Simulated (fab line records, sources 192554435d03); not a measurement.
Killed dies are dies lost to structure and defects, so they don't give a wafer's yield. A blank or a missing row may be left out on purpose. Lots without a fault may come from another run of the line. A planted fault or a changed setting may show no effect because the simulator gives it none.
One fault seen from 2 desks | flow n5_finfet | each desk has only its own numbers; what lay behind them comes last

THE METROLOGY DESK
What the gauges read, lot by lot, whatever tool the lot ran on: means of the sampled wafers that have a number. A lot is out of limits, marked OUT, if its mean lies more than 4 standard deviations from the usual mean; the brackets give that distance.
Columns: A = M9_RS at N5_BEOL_M9_RS_MEAS_57, usual 0.151 ohm/sq
lot  | first seen here | A
L756 | day 10 04:10    | 0.151
L758 | day 11 02:41    | 0.150
L761 | day 11 06:56    | 0.150
L759 | day 11 10:26    | 0.149
L760 | day 11 11:19    | 0.150
L764 | day 11 23:52    | 0.148
L766 | day 12 13:39    | 0.149
L776 | day 15 14:31    | 0.150
L777 | day 16 01:56    | 0.150
L775 | day 16 02:11    | 0.155
L778 | day 16 07:13    | 0.153
This desk's finding: nothing out of limits on any of the 11 lots.

THE TOOL OWNER'S DESK: litho_track-04
The tool's own readings at N5_BEOL_M10_COAT_59 (time 60 s, resist thk 100 nm): means of the sampled wafers that have a number, for each lot that ran on this tool. A lot is out of limits, marked OUT, if its mean lies more than 4 standard deviations from the usual mean; the brackets give that distance.
Columns: A = dispense_pressure_kPa at N5_BEOL_M10_COAT_59, usual 44.1 kPa; B = spin_speed_rpm at N5_BEOL_M10_COAT_59, usual 1500.1 rpm
lot  | first seen here | A    | B
L761 | day 11 08:44    | 43.8 | 1500.6
L760 | day 11 14:05    | 43.9 | 1501.9
L764 | day 12 01:47    | 43.8 | 1546.4 (+42) OUT
L766 | day 12 15:35    | 43.9 | 1546.9 (+43) OUT
L776 | day 15 15:23    | 43.8 | 1500.0
L775 | day 16 06:28    | 43.8 | 1498.6
L778 | day 16 10:21    | 43.8 | 1501.0
This desk's finding: out of limits on L764, L766; first on L764, day 12 01:47 (spin_speed_rpm at N5_BEOL_M10_COAT_59). In limits: L761, L760, L776, L775, L778.

PUT TOGETHER
The tool owner's desk could have raised an alarm at day 12 01:47, on L764, L766.
The metrology desk saw nothing out of limits.
The metrology desk has L764, L766 on record, within its limits.
Of the lots named, all ran N5_BEOL_M10_COAT_59 on litho_track-04.

WHAT THE SIMULATOR HAD PUT IN
Process parameter drift: litho_track-04, from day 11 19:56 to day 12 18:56, at N5_BEOL_M10_COAT_59. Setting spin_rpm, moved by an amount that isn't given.
Lots struck among those shown: L764, L766.
Hours from the fault's start to each desk's first reading out of limits: the tool owner's desk, 6.
